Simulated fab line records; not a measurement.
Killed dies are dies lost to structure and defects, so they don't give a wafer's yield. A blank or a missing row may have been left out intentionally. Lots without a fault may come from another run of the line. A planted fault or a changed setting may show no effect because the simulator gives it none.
What tool caused it? | flow n5-finfet | Sampling: 24 lots, 72 wafers, 3 of 1938 route steps

WHAT EACH GAUGE READ, for each wafer
N5_HKMG_FIN_OVL_MEAS_50. Usual: NDIPOLE_OVL typically reads -0.1 nm, with standard deviation 0.83.
lot  | measured    | on         | NDIPOLE_OVL (nm) | flag
L074 | day 3 23:15 | overlay-01 | 0.4 0.1 -0.3     |
L075 | day 4 07:27 | overlay-01 | 0.3 0.3 0.5      |
L076 | day 4 13:10 | overlay-01 | -1.3 -0.9 -0.9   |
L077 | day 4 17:34 | overlay-02 | -0.4 -0.4 0.5    |
L078 | day 5 01:16 | overlay-02 | -1.6 -1.6 -1.5   |
L079 | day 5 08:20 | overlay-01 | -0.8 0.4 -0.3    |
L080 | day 5 13:31 | overlay-01 | 0.1 -0.8 0.0     |
L081 | day 5 16:37 | overlay-02 | -0.8 -0.6 -0.4   |
L082 | day 6 02:02 | overlay-02 | 1.1 0.8 1.3      |
L083 | day 6 08:26 | overlay-01 | -1.1 0.5 -0.1    |
L084 | day 6 14:10 | overlay-02 | 0.7 0.6 -0.2     |
L085 | day 6 20:07 | overlay-01 | -0.9 0.1 0.2     |
L086 | day 7 02:54 | overlay-02 | 0.4 -0.3 -1.7    |
L087 | day 7 05:38 | overlay-02 | 0.3 1.6 -1.2     |
L088 | day 7 08:42 | overlay-02 | -0.6 0.6 -0.8    |
L089 | day 7 16:15 | overlay-02 | 0.0 -0.2 -0.2    |
L090 | day 7 21:48 | overlay-02 | -0.7 -0.6 -0.7   |
L091 | day 8 04:15 | overlay-02 | -0.2 -1.2 -1.2   |
L092 | day 8 11:24 | overlay-02 | 1.3 -0.3 -0.6    |
L093 | day 8 17:08 | overlay-01 | -0.6 -0.6 -0.6   |
L094 | day 9 00:25 | overlay-01 | -0.1 -1.1 -0.5   |
L095 | day 9 03:55 | overlay-01 | 0.1 -1.2 -1.0    |
L096 | day 9 16:25 | overlay-01 | -0.6 0.8 0.2     |
L097 | day 9 17:29 | overlay-01 | -0.3 1.1 0.8     |

N5_HKMG_FIN_INSPECT_14: inspects for defects (macro). Usual: raw-defect-count at 2.1, with a standard deviation of 1.6.
lot  | measured    | on                | raw-defect-count | flag
L074 | day 4 02:32 | defect-inspect-02 | 5 1 2            |
L075 | day 4 10:55 | defect-inspect-01 | 0 4 5            |
L076 | day 4 16:51 | defect-inspect-02 | 3 2 1            |
L077 | day 4 20:55 | defect-inspect-01 | 2 3 7            |
L078 | day 5 04:40 | defect-inspect-02 | 4 4 2            |
L079 | day 5 11:38 | defect-inspect-01 | 0 0 1            |
L080 | day 5 16:46 | defect-inspect-01 | 0 1 3            |
L081 | day 5 20:04 | defect-inspect-02 | 2 2 6            |
L082 | day 6 05:26 | defect-inspect-02 | 4 2 3            |
L083 | day 6 11:46 | defect-inspect-02 | 2 2 4            |
L084 | day 6 17:35 | defect-inspect-01 | 0 1 0            |
L085 | day 7 00:03 | defect-inspect-01 | 6 1 1            |
L086 | day 7 06:31 | defect-inspect-01 | 3 4 2            |
L087 | day 7 09:08 | defect-inspect-01 | 2 1 2            |
L088 | day 7 12:15 | defect-inspect-02 | 4 3 1            |
L089 | day 7 19:37 | defect-inspect-02 | 1 4 4            |
L090 | day 8 01:49 | defect-inspect-02 | 0 1 1            |
L091 | day 8 08:02 | defect-inspect-02 | 5 0 1            |
L092 | day 8 14:49 | defect-inspect-01 | 3 0 4            |
L093 | day 8 20:32 | defect-inspect-01 | 3 1 2            |
L094 | day 9 03:44 | defect-inspect-02 | 1 3 2            |
L095 | day 9 07:31 | defect-inspect-01 | 2 3 5            |
L096 | day 9 20:02 | defect-inspect-01 | 1 2 2            |
L097 | day 9 21:31 | defect-inspect-02 | 1 2 0            |

WHICH TOOL RAN EACH LOT (tool, then ch and the chambers of the sampled wafers, then the start)
lot  | N5_HKMG_FIN_ETCH_54
L074 | rie-diel-01 ch 0,2, day 3 23:20
L075 | rie-diel-03 ch 0,1,3, day 4 07:34
L076 | rie-diel-03 ch 0,2,3, day 4 13:16
L077 | rie-diel-01 ch 0,2, day 4 17:40
L078 | rie-diel-03 ch 0,3, day 5 01:21
L079 | rie-diel-05 ch 0,1,3, day 5 08:25
L080 | rie-diel-01 ch 1,3, day 5 13:36
L081 | rie-diel-05 ch 0,2,3, day 5 16:43
L082 | rie-diel-01 ch 0,3, day 6 02:08
L083 | rie-diel-01 ch 0,1,3, day 6 08:31
L084 | rie-diel-01 ch 0,1,3, day 6 14:16
L085 | rie-diel-03 ch 1,3, day 6 20:36
L086 | rie-diel-03 ch 1,2, day 7 02:59
L087 | rie-diel-01 ch 0,1,3, day 7 05:52
L088 | rie-diel-03 ch 2,3, day 7 08:47
L089 | rie-diel-03 ch 2,3, day 7 16:21
L090 | rie-diel-03 ch 1,3, day 7 21:55
L091 | rie-diel-01 ch 1,2,3, day 8 04:20
L092 | rie-diel-05 ch 0,3, day 8 11:30
L093 | rie-diel-01 ch 0,1, day 8 17:18
L094 | rie-diel-03 ch 0,1,2, day 9 00:31
L095 | rie-diel-05 ch 2,3, day 9 04:17
L096 | rie-diel-03 ch 0,3, day 9 16:44
L097 | rie-diel-05 ch 0,1,2, day 9 18:10
- N5_HKMG_FIN_ETCH_54: etches SiARC in CF4, target depth 45.5 nm, time 75.8 s.

WHAT THE TOOLS THEMSELVES READ (means of the sampled wafers that have a number; where no wafer has one, the mark that the record gives instead)
N5_HKMG_FIN_ETCH_54. Usual: value, then standard deviation, for each; drypump-motor-current-A 5.8 A / 0.4; etch-rf-on-time-s 75.3 s / 2.2; oes-product-au 0.70 a.u. / 0.092; rf-fwd-power-W 539.4 W / 2.1; rf-vpp-V 184.1 V / 1.4; showerhead-plenum-p-Torr 2.14 Torr / 0.092; throttle-valve-pct 15.59 % / 0.22.
lot  | tool        | drypump-motor-current-A (A) | etch-rf-on-time-s (s) | oes-product-au (a.u.) | rf-fwd-power-W (W) | rf-vpp-V (V) | showerhead-plenum-p-Torr (Torr) | throttle-valve-pct (%) | flag
L074 | rie-diel-01 | 5.4                         | 78.2                  | 0.58                  | 540.1              | 184.4        | 2.11                            | 15.84                  |
L075 | rie-diel-03 | 5.9                         | 74.8                  | 0.69                  | 539.8              | 183.7        | 2.14                            | 15.50                  |
L076 | rie-diel-03 | 5.9                         | 77.4                  | 0.61                  | 539.0              | 182.9        | 2.07                            | 15.62                  |
L077 | rie-diel-01 | 5.4                         | 79.6                  | 0.57                  | 538.1              | 184.2        | 2.11                            | 15.86                  |
L078 | rie-diel-03 | 5.9                         | 76.4                  | 0.60                  | 536.4              | 183.5        | 2.07                            | 15.57                  |
L079 | rie-diel-05 | 5.5                         | 75.4                  | 0.63                  | 539.6              | 183.4        | 2.10                            | 15.89                  |
L080 | rie-diel-01 | 6.0                         | 72.5                  | 0.82                  | 538.8              | 184.0        | 2.17                            | 15.49                  |
L081 | rie-diel-05 | 5.5                         | 74.8                  | 0.69                  | 539.6              | 183.9        | 2.15                            | 15.71                  |
L082 | rie-diel-01 | 5.9                         | 76.3                  | 0.82                  | 540.2              | 184.5        | 2.17                            | 15.55                  |
L083 | rie-diel-01 | 6.0                         | 73.9                  | 0.80                  | 539.9              | 184.0        | 2.17                            | 15.53                  |
L084 | rie-diel-01 | 6.0                         | 74.2                  | 0.79                  | 540.6              | 184.3        | 2.17                            | 15.54                  |
L085 | rie-diel-03 | 6.1                         | 73.5                  | 0.68                  | 538.8              | 185.0        | 2.17                            | 15.45                  |
L086 | rie-diel-03 | 5.6                         | 76.8                  | 0.65                  | 539.9              | 184.3        | 2.10                            | 15.72                  |
L087 | rie-diel-01 | 6.0                         | 74.7                  | 0.78                  | 540.5              | 183.8        | 2.16                            | 15.54                  |
L088 | rie-diel-03 | 5.9                         | 77.7                  | 0.59                  | 541.6              | 183.4        | 2.06                            | 15.72                  |
L089 | rie-diel-03 | 5.9                         | 77.3                  | 0.59                  | 540.0              | 182.7        | 2.06                            | 15.73                  |
L090 | rie-diel-03 | 5.7                         | 74.0                  | 0.72                  | 538.7              | 185.6        | 2.21                            | 15.47                  |
L091 | rie-diel-01 | 5.8                         | 73.9                  | 0.78                  | 539.7              | 185.2        | 2.16                            | 15.50                  |
L092 | rie-diel-05 | 5.5                         | 75.1                  | 0.65                  | 539.4              | 183.0        | 2.05                            | 15.89                  |
L093 | rie-diel-01 | 5.7                         | 76.4                  | 0.75                  | 538.7              | 184.3        | 2.10                            | 15.47                  |
L094 | rie-diel-03 | 5.6                         | 75.2                  | 0.71                  | 539.4              | 185.1        | 2.19                            | 15.53                  |
L095 | rie-diel-05 | 5.6                         | 75.8                  | 0.67                  | 539.7              | 185.0        | 2.23                            | 15.63                  |
L096 | rie-diel-03 | 6.2                         | 74.4                  | 0.68                  | 539.6              | 184.1        | 2.17                            | 15.41                  |
L097 | rie-diel-05 | 5.5                         | 76.8                  | 0.71                  | 539.8              | 183.9        | 2.11                            | 15.61                  |

THE ANSWER, worked out from the rows above alone
Rule: a lot counts as off when the mean over its wafers that have a number is more than 3 standard deviations away from the usual mean. Also off: a lot with no number at a reading for which 4 or more lots have one. All remaining lots with rows at the step are treated as sound. After the gauges, taken in route order, come the tools' own readings; for these a lot's mean is taken, as printed above. At the first step where some lot is off, the reading lying furthest off is the one used; lots without a number count as furthest.
None of the lots is off at any reading shown; this tells nothing.

WHAT THE SIMULATOR PUT IN
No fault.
